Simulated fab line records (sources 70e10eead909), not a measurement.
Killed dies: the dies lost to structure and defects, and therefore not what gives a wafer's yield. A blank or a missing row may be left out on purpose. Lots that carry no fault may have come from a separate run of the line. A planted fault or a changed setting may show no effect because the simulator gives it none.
Comparing a struck lot with a sound one :: flow nand-harc :: 14 steps out of a route of 1302
Sound: wafers L520.3, L520.4, L520.5. The struck wafers were L531.1, L531.5, L531.6. The cause is named last.
Order at every step that has rows: each side's tool, ch and its chambers, its first start. Under that, the readings that differ: sound wafers :: struck wafers :: difference of the means :: sigmas: that difference in standard deviations of wafers without a fault.
alike: words and numbers the same on both sides, and readings whose means are apart by under 2 such deviations; not compared: readings that were withheld, readings missing a value for some wafer, numbers with overlapping values and no deviation given by the record, and bounds like >300 which may hide the same value.
A row with sigmas, a row that says differs or no value, or rows on one side alone: a step with any of these is where the two part. Numbers that have no deviation but don't overlap get no sigmas and don't part them. Lack of a reading on every wafer of one side parts them only where that side has two or more wafers.

NHARC_A_CHANNEL_FILL_D2_ALD_15: deposits SiNx, target thk 2 nm, pulse time 60 s, ald cycles 19.
  sound on ald-sin-batch-03 ch 0, day 18 10:51; struck on ald-sin-batch-03 ch 0
  alike: ald-cycles, precursor-pulse-height-rel
NHARC_A_CHANNEL_FILL_D2_ALD_16: deposits SiO2, target thk 1.5 nm, pulse time 10 s, ald cycles 15.
  sound on ald-hk-02 ch 0,2, day 18 12:56; struck on ald-hk-02 ch 1,2, day 22 14:57
  alike: ald-cycles, heater-power-outer-w, heater-power-w, precursor-pulse-height-rel
then, 2 steps without rows for these wafers: NHARC_A_CHANNEL_FILL_D2_ANNEAL_17 (time 1800 s); NHARC_A_CHANNEL_FILL_D2_CVD_18 (deposits poly-Si, target thk 3 nm).
NHARC_A_CHANNEL_FILL_D2_ETCHBACK_19: etches the open film in HBr/Cl2, target depth 5 nm, time 1.7 s.
  sound on rie-si-03 ch 0,1, day 19 02:49; struck on rie-si-06 ch 0,3, day 23 02:26
  alike: drypump-motor-current-A, oes-product-au, throttle-valve-pct
  not compared: rf-hours-counter-h
then, 1 step without rows for these wafers: NHARC_A_CHANNEL_FILL_D2_ETCHBACK_20 (etches the open film in C4F8/O2/Ar, target depth 27 nm, time 13.5 s).
NHARC_A_CHANNEL_FILL_D2_STRIP_28: strips in O2, time 20 s.
  sound on rie-diel-01 ch 0,1,2, day 19 03:12; struck on rie-diel-11 ch 0,1, day 23 02:38
  alike: drypump-motor-current-A, oes-product-au, rf-vpp-V, showerhead-plenum-p-Torr, throttle-valve-pct
  not compared: rf-hours-counter-h
then, 4 steps without rows for these wafers: NHARC_A_CHANNEL_FILL_D2_PRECLEAN_21 (cleans in dHF, time 30 s); NHARC_A_CHANNEL_FILL_D2_SRD_23; NHARC_A_CHANNEL_FILL_D2_CVD_05 (deposits poly-Si, target thk 5 nm); NHARC_A_CHANNEL_FILL_D2_ANNEAL_22 (time 7200 s).
NHARC_A_CHANNEL_FILL_D2_ALD_25: deposits SiOx, target thk 60 nm, pulse time 10 s, ald cycles 600.
  sound on ald-hk-02 ch 2,3, day 19 15:10; struck on ald-hk-03 ch 0,3, day 23 15:12
reading: ald-cycles
sound: 600 600 600
struck: 613 613 613
difference: +13
sigmas: 
  alike: heater-power-outer-w, heater-power-w, precursor-pulse-height-rel
NHARC_A_CHANNEL_FILL_D2_ETCHBACK_08: etches the open film in C4F8, target depth 220 nm, time 110 s.
  sound on rie-diel-01 ch 0,1; struck on rie-diel-07 ch 2,3
  alike: oes-product-au, rf-vpp-V
  not compared: rf-hours-counter-h
following that, these wafers have no rows for 1 step: NHARC_END_SORT_01.

== WHERE THEY PART ==
Nowhere in this record.

WHY: the cause the simulator had injected
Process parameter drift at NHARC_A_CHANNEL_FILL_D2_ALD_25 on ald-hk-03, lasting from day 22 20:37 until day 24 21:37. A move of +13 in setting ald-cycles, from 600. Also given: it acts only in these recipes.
